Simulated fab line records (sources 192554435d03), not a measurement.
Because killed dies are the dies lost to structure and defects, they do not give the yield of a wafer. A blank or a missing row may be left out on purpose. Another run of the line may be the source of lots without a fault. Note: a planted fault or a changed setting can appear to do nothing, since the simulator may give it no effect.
A struck lot beside a sound one | flow n5Finfet | 35 out of 1938 route steps
Sound: the wafers L559.2, L559.3, L559.6. Struck: wafer L562.1. (L562.2, L562.4 of the same lot were not struck and are left out.) The cause comes at the end.
Per side, at each step with rows, come the tool, then ch with its chambers, and then its first start. Under that, the readings that differ: sound wafers | struck wafers | difference of the means | sigmas: that difference in standard deviations of wafers without a fault.
alike: a reading whose means differ by less than 2 such deviations, as well as words and numbers matching on both sides. not compared: withheld readings; readings where some wafer has no value; bounds like >300 that might hide an equal value; numbers whose values overlap and for which the record gives no deviation.
The two part at a step that has a row with sigmas, a row that says differs or no value, or rows on one side only. Non-overlapping numbers with no deviation appear without sigmas and do not part them. A reading that every wafer of one side lacks parts them only if that side has two wafers or more.

first, 8 steps without rows for these wafers: N5_BEOL_M6_SPUTTER_48 (material Cu, target thk 10 nm, time 1.667 s); N5_BEOL_M6_ECD_50 (material Cu, target thk 300 nm); N5_BEOL_M6_ANNEAL_51 (time 90 s); N5_BEOL_M6_CMP_52 (polishes, stops on SiCOH lowk, t overpolish 6.9 s, target thk 80 nm); N5_BEOL_M6_PRE_CLEAN_55 (time 15 s); N5_BEOL_M6_DEP_56 (deposits SiCN from 3MS/NH3, target thk 10 nm, time 17.5 s); N5_BEOL_M7_ILD_DEP_00 (deposits SiCOH lowk from DEMS/porogen, target thk 179.75 nm, time 33.4 s); N5_BEOL_M7_CURE_74 (cures SiCOH lowk, time 240 s).
N5_BEOL_M7_PECVD_70: deposits SiO2 from TEOS/O2, target thk 20 nm, time 22.7 s.
  sound on pecvd-04 ch 0,1,2, day 11 06:09; struck on pecvd-04 ch 0, day 12 09:01
reading                                   | sound                | struck | difference | sigmas
susceptorTempC (C)                        | 399.58 400.02 400.04 | 410.94 | +11.06     | +55
model.SiO2_of_BEOL_M7_PECVD_70.thkNm (nm) | 20.2 20 20.8         | 18.6   | -1.7       | 
  alike: heaterPowerW, showerheadPlenumPTorr, showerheadVppV, throttleValvePct
then, 25 steps without rows for these wafers: N5_BEOL_M7_HM_DEP_02 (deposits TiN, target thk 20 nm); N5_BEOL_M7_COAT_59 (time 60 s, resist thk 100 nm); N5_BEOL_M7_COAT_60 (time 60 s, resist thk 35 nm); N5_BEOL_M7_COAT_05 (resist thk 90 nm); N5_BEOL_M7_EBR_07; N5_BEOL_M7_SOFTBAKE_06 (time 60 s); N5_BEOL_M7_EXPOSE_08 (exposes mask M7); N5_BEOL_M7_PEB_09 (peb time 60 s); N5_BEOL_M7_DEVELOP_10 (develop time 30 s); N5_BEOL_M7_DESCUM_16 (chemistry O2, time 7.9 s); N5_BEOL_M7_ETCH_61 (etches SiARC in CF4, target depth 45.5 nm, time 75.8 s); N5_BEOL_M7_ETCH_62 (etches SOC in N2/H2, target depth 110 nm, overetch 22 nm, time 165 s); N5_BEOL_M7_STRIP_68 (strips in N2/H2); N5_BEOL_M7_STRIP_67 (strips in CF4); N5_BEOL_M7_HM_OPEN_17 (chemistry Cl2/BCl3, target TiN, target depth 20 nm, overetch 6 nm); N5_BEOL_M7_STRIP_19 (strips in O2); N5_BEOL_M7_COAT_63 (time 60 s, resist thk 60 nm); N5_BEOL_M7_COAT_64 (time 60 s, resist thk 12 nm); N5_BEOL_M7_COAT_71 (time 60 s, resist thk 5 nm); N5_BEOL_M7_COAT_22 (resist thk 30 nm); N5_BEOL_M7_EBR_24; N5_BEOL_M7_SOFTBAKE_23 (time 60 s); N5_BEOL_M7_EXPOSE_25 (exposes mask V6, target cd 40 nm); N5_BEOL_M7_PEB_26 (peb time 60 s); N5_BEOL_M7_DEVELOP_27 (develop time 30 s).
N5_BEOL_M7_HM_STRIP_39: strips TiN in peroxide tin strip, target depth 25 nm, time 158 s.
  sound on wetBench-02 ch 0,2,7, day 11 10:31; struck on wetBench-02 ch 7, day 12 14:35
reading                                   | sound        | struck | difference | sigmas
model.SiO2_of_BEOL_M7_PECVD_70.thkNm (nm) | 20 19.8 20.6 | 18.4   | -1.7       | 

## WHERE THEY PART
Only at N5_BEOL_M7_PECVD_70, as far as this record shows.

WHY: what the simulator had put in
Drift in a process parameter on pecvd-04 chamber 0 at N5_BEOL_M7_PECVD_70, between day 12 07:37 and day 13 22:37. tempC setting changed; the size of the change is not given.
